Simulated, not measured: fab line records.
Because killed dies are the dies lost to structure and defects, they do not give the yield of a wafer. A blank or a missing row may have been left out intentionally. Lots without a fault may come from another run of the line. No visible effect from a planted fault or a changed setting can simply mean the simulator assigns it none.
Comparing a struck lot with a sound one + flow nandHarc + 42 out of 1159 route steps
Sound: wafers L520.3, L520.5, L520.6. The struck wafers were L525.2, L525.3, L525.4. The cause is named last.
Each step with rows lists, per side, the tool, then ch with its chambers, then its first start. Under that, the readings that differ: sound wafers + struck wafers + difference of the means + sigmas: that difference in standard deviations of wafers without a fault.
alike: readings whose means differ by less than 2 such deviations, and words and numbers that are the same on both sides. not compared: withheld readings, readings that some wafer has no value for, bounds like >300 that may hide the same value, and numbers for which the record gives no deviation and whose values overlap.
A row with sigmas, a row that says differs or no value, or rows on one side alone: a step with any of these is where the two part. When numbers do not overlap yet have no deviation, they are printed without sigmas and do not part them. A reading missing from all wafers of one side parts the sides only when that side holds two or more wafers.

NHARC_A_CONTACT_OVL_MEAS_70:
  sound on overlay-02 at day 17 02:04; struck on overlay-02 at day 18 18:41
| reading         | sound          | struck      | difference | sigmas |
|-----------------|----------------|-------------|------------|--------|
| overlayYNm (nm) | -0.6 -0.6 -0.4 | 1.3 1.3 1.6 | +1.9       | +2     |
  alike: overlayXNm
NHARC_A_CONTACT_INSPECT_71:
  sound on defectInspect-01 at day 17 02:07; struck on defectInspect-01 at day 18 18:44
  alike: rawDefectCount
then, 4 steps without rows for these wafers: NHARC_A_CONTACT_DESCUM_74 (chemistry O2, time 3 s); NHARC_A_CONTACT_ETCH_75 (etches the open film in CF4, target depth 39 nm, time 65 s); NHARC_A_CONTACT_ETCH_76 (etches the open film in N2/H2, target depth 260 nm, time 475.3 s); NHARC_A_CONTACT_ETCH_77 (etches the open film in CF4/CHF3, target depth 72.6 nm, time 36.3 s).
NHARC_A_CONTACT_ETCH_78: etches the open film in O2/COS, target depth 2800 nm, time 728 s.
  sound on rieDiel-08 ch 1,2,3; struck on rieDiel-08 ch 0,1,3
  alike: biasW, drypumpMotorCurrentA, mfcArSccm, oesProductAu, rfVppV, showerheadPlenumPTorr, throttleValvePct
  not compared: rfHoursCounterH
NHARC_A_CONTACT_ETCH_124: etches the open film in C4F8/O2/Ar, time 140 s, target depth 700 nm.
  sound on harCapEtch-02 ch 0,1, day 17 04:04; struck on harCapEtch-03 ch 0,1, day 18 19:55
  not compared: rfHoursCounterH
then, 4 steps without rows for these wafers: NHARC_A_CONTACT_ETCH_125 (etches the open film in C4F8/O2/Ar, time 155 s, target depth 956 nm); NHARC_A_CONTACT_ETCH_126 (etches the open film in C4F8/O2/Ar, time 155 s, target depth 956 nm); NHARC_A_CONTACT_ETCH_127 (etches the open film in C4F8/O2/Ar, time 155 s, target depth 956 nm); NHARC_A_CONTACT_ETCH_128 (etches the open film in C4F8/O2/Ar, time 155 s, target depth 956 nm).
NHARC_A_CONTACT_ETCH_129: etches the open film in C4F8/O2/Ar, time 155 s, target depth 956 nm.
  sound on harCapEtch-02 ch 0,1, day 17 04:48; struck on harCapEtch-03 ch 0,1, day 18 20:56
  not compared: rfHoursCounterH
NHARC_A_CONTACT_ETCH_130: etches the open film in C4F8/O2/Ar, time 155 s, target depth 956 nm.
  sound on harCapEtch-02 ch 0,1, day 17 04:56; struck on harCapEtch-03 ch 0,1, day 18 21:07
  not compared: rfHoursCounterH
then, 4 steps without rows for these wafers: NHARC_A_CONTACT_ETCH_131 (etches the open film in C4F8/O2/Ar, time 155 s, target depth 956 nm); NHARC_A_CONTACT_ETCH_132 (etches the open film in C4F8/O2/Ar, time 156 s, target depth 958 nm); NHARC_A_CONTACT_ETCH_133 (etches the open film in C4F8/O2/Ar, time 195 s, target depth 840 nm); NHARC_A_CONTACT_ETCH_91 (etches the open film in CH3F/O2, target depth 40 nm, time 85.7 s).
NHARC_A_CONTACT_ETCH_97: etches the open film in C4F6/O2, target depth 20 nm, time 10 s.
  sound on rieDiel-02 ch 0,1,3; struck on rieDiel-02 ch 0,2,3
| reading             | sound             | struck            | difference | sigmas |
|---------------------|-------------------|-------------------|------------|--------|
| oesProductAu (a.u.) | 0.940 0.945 0.938 | 0.992 0.990 0.998 | +0.052     | +2     |
  alike: biasW, drypumpMotorCurrentA, mfcArSccm, rfVppV, showerheadPlenumPTorr, throttleValvePct
  not compared: rfHoursCounterH
NHARC_A_CONTACT_CD_MEAS_80:
  sound on cdSem-01 at day 17 06:05; struck on cdSem-01 at day 18 22:34
  alike: cdNm
then, 7 steps without rows for these wafers: NHARC_A_CONTACT_STRIP_103 (strips in N2/H2); NHARC_A_CONTACT_STRIP_104 (strips in CF4/CHF3); NHARC_A_CONTACT_STRIP_105 (strips in O2/COS); NHARC_A_CONTACT_ETCH_106 (etches the open film in CF4/O2, target depth 60 nm, overetch 6 nm, time 33 s); NHARC_A_CONTACT_STRIP_82 (strips in O2); NHARC_A_CONTACT_STRIP_83 (strips in post etch residue remover, time 600 s); NHARC_A_CONTACT_DEP_84 (deposits aC, target thk 2000 nm).
NHARC_A_CONTACT_DEP_85: deposits SiON, target thk 50 nm.
  sound on pecvd-04 ch 0,1,2, day 17 09:09; struck on pecvd-02 ch 0,1,2, day 19 01:08
  alike: heaterPowerW
then, 10 steps without rows for these wafers: NHARC_A_CONTACT_DEHYDRATE_00 (time 120 s); NHARC_A_CONTACT_HMDS_01 (time 30 s); NHARC_A_CONTACT_COAT_86 (time 75 s); NHARC_A_CONTACT_COAT_87 (time 65 s); NHARC_A_CONTACT_COAT_02 (resist thk 90 nm); NHARC_A_CONTACT_SOFTBAKE_03 (time 55 s); NHARC_A_CONTACT_EBR_04; NHARC_A_CONTACT_EXPOSE_05 (exposes mask A CC); NHARC_A_CONTACT_PEB_06 (peb time 65 s); NHARC_A_CONTACT_DEVELOP_07 (develop time 35 s).
NHARC_A_CONTACT_CD_MEAS_08 targets a cd of 100 nm.
  sound on cdSem-02 ch 0, day 17 09:53; struck on cdSem-02 ch 0, day 19 01:52
  alike: cdNm
NHARC_A_CONTACT_OVL_MEAS_09:
  sound on overlay-02 at day 17 09:58; struck on overlay-02 at day 19 01:58
  alike: overlayXNm, overlayYNm
then, 1 step without rows for these wafers: NHARC_A_CONTACT_DESCUM_13 (chemistry O2, time 3 s).
-- jump in the record: it breaks off in module A_CONTACT and resumes in module END (first step shown: number 1159 of the route), and 2 days separate the struck wafers' starts before and after --
NHARC_END_SORT_01:
  sound on prober-02 ch 0, day 19 21:43; struck on prober-02 ch 0, day 21 13:44
| reading       | sound    | struck   | difference | sigmas |
|---------------|----------|----------|------------|--------|
| killedAtArray | 9 12 12  | 73 94 84 | +73        | +8     |
| killedDies    | 10 17 14 | 74 97 85 | +72        | +8     |
  alike: killedAtOther, killedAtPeriphery, killedOpen, killedShort

== WHERE THEY PART ==
At NHARC_A_CONTACT_OVL_MEAS_70 first; at NHARC_END_SORT_01 last (within this record only).

WHY: what had been put in by the simulator
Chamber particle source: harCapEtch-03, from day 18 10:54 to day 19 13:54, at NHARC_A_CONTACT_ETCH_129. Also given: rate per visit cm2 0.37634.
